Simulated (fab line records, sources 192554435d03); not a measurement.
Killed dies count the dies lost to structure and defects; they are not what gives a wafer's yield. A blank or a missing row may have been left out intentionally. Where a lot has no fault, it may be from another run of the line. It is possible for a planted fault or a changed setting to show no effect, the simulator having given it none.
Split-lot experiment | flow n5-finfet | 21 wafers read from 7 lots, route of 1938 steps

== SPLIT DETAILS ==
At N5_BEOL_M14_ILD_DEP_00 (deposits SiO2 from TEOS/O2, target thk 1119.3 nm, time 237.4 s), the setting time-s was moved away from the recipe's 237.4 s on 10 of the 21 wafers read, by -11.7% to +9.2%. For the rest of the wafers, this setting stayed at what the recipe calls for.

Between the split and the reading, the file records no step.

== THE READING ==
M14_ILD_THK, in nm, at N5_BEOL_M14_THK_MEAS_01. Fault-free wafers of this fab line usually give 1118 nm, standard deviation 17 nm.

wafer  | tool, chamber at the split | time-s as run, s | against the recipe | M14_ILD_THK, nm | against lot-mates on the recipe
L075.2 | pecvd-01, 2                | 237.4            | recipe             | 1108            | -
L075.3 | pecvd-01, 0                | 237.4            | recipe             | 1076            | -
L075.4 | pecvd-01, 2                | 237.4            | recipe             | 1125            | -
L077.4 | pecvd-04, 1                | 219.1            | -7.7%              | 1048            | -76
L077.5 | pecvd-04, 2                | 219.1            | -7.7%              | 1053            | -71
L077.6 | pecvd-04, 1                | 237.4            | recipe             | 1124            | -
L079.4 | pecvd-01, 0                | 211.8            | -10.8%             | 981             | -159
L079.5 | pecvd-01, 1                | 237.4            | recipe             | 1140            | -
L079.6 | pecvd-01, 2                | 211.8            | -10.8%             | 1008            | -132
L085.2 | pecvd-04, 2                | 237.4            | recipe             | 1112            | -
L085.4 | pecvd-04, 2                | 237.4            | recipe             | 1139            | -
L085.6 | pecvd-04, 1                | 237.4            | recipe             | 1132            | -
L086.2 | pecvd-02, 2                | 259.2            | +9.2%              | 1187            | +62
L086.4 | pecvd-02, 0                | 237.4            | recipe             | 1125            | -
L086.5 | pecvd-02, 0                | 259.2            | +9.2%              | 1219            | +94
L088.2 | pecvd-02, 0                | 209.7            | -11.7%             | 988             | -137
L088.5 | pecvd-02, 1                | 237.4            | recipe             | 1125            | -
L088.6 | pecvd-02, 2                | 209.7            | -11.7%             | 993             | -132
L097.1 | pecvd-01, 2                | 237.4            | recipe             | 1110            | -
L097.3 | pecvd-01, 1                | 217              | -8.6%              | 1030            | -80
L097.6 | pecvd-01, 0                | 217              | -8.6%              | 1013            | -97

THE FIT
A straight line over all 21 wafers: M14_ILD_THK changes by +10.5 nm for each +1% of time-s; r = +0.97; the points scatter about the line by 17 nm.
The same after taking each lot's own level away (the mean of its wafers on the recipe; 21 wafers): +10.7 nm for each +1%; r = +0.97; scatter 17 nm.
On that fit, the largest move of time-s shifts the reading by 1.3e+02 nm.
From 1103.0 to 1140.0 nm: that is the span of the lots' own levels, equal to 2.2 times the standard deviation above.
Consequently the slope shifts little with the lot-to-lot level, the two slopes agreeing.
Check: with one of the wafers moved furthest among these (-11.7%) left out of the fit, the line predicts -129 nm for it against its lot-mates. Against them it came out at -137 nm.

== THESE WAFERS: OTHER SPLITS ==
These wafers also went through other splits before the reading. Each is held against what the fit with the lots' levels taken away leaves over:
other split on the same wafers | wafers away from the commonest value | r with M14_ILD_THK (lot level and that fit taken away)
N5_BEOL_M11_ALD_74 ald-cycles  | 5                                    | -0.14
N5_BEOL_M13_COAT_58 spin-rpm   | 6                                    | -0.26
N5_BEOL_M13_ETCH_59 time-s     | 5                                    | -0.26

== THE WHOLE CHAIN: every reading that the file lists as answering this split, in the file's order ==
step                    | what it does                                                   | reading                                                                             | change (the file's fit)              | r (the file's)
N5_BEOL_M14_ILD_DEP_00  | deposits SiO2 from TEOS/O2, target thk 1119.3 nm, time 237.4 s | SiO2_of_BEOL_M14_ILD_DEP_00.thk-nm (the simulator's own value, which no gauge read) | +11.1 nm for each +1% of the setting | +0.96
N5_BEOL_M14_THK_MEAS_01 |                                                                | M14_ILD_THK                                                                         | +11.1 for each +1% of the setting    | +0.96
N5_BEOL_M14_VIA_ETCH_16 | etches SiO2 in C4F8/O2/Ar, target depth 1231.3 nm              | etch.depth-nm (the simulator's own value, which no gauge read)                      | +11.1 nm for each +1% of the setting | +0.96
N5_BEOL_M14_VIA_ETCH_16 | etches SiO2 in C4F8/O2/Ar, target depth 1231.3 nm              | coat_of_BEOL_M14_COAT_04.thk-nm (the simulator's own value, which no gauge read)    | -2.49 nm for each +1% of the setting | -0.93

== THE FILE'S OWN FIT ==
M14_ILD_THK changes by +11.1 nm for each +1% of time-s, r = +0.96.
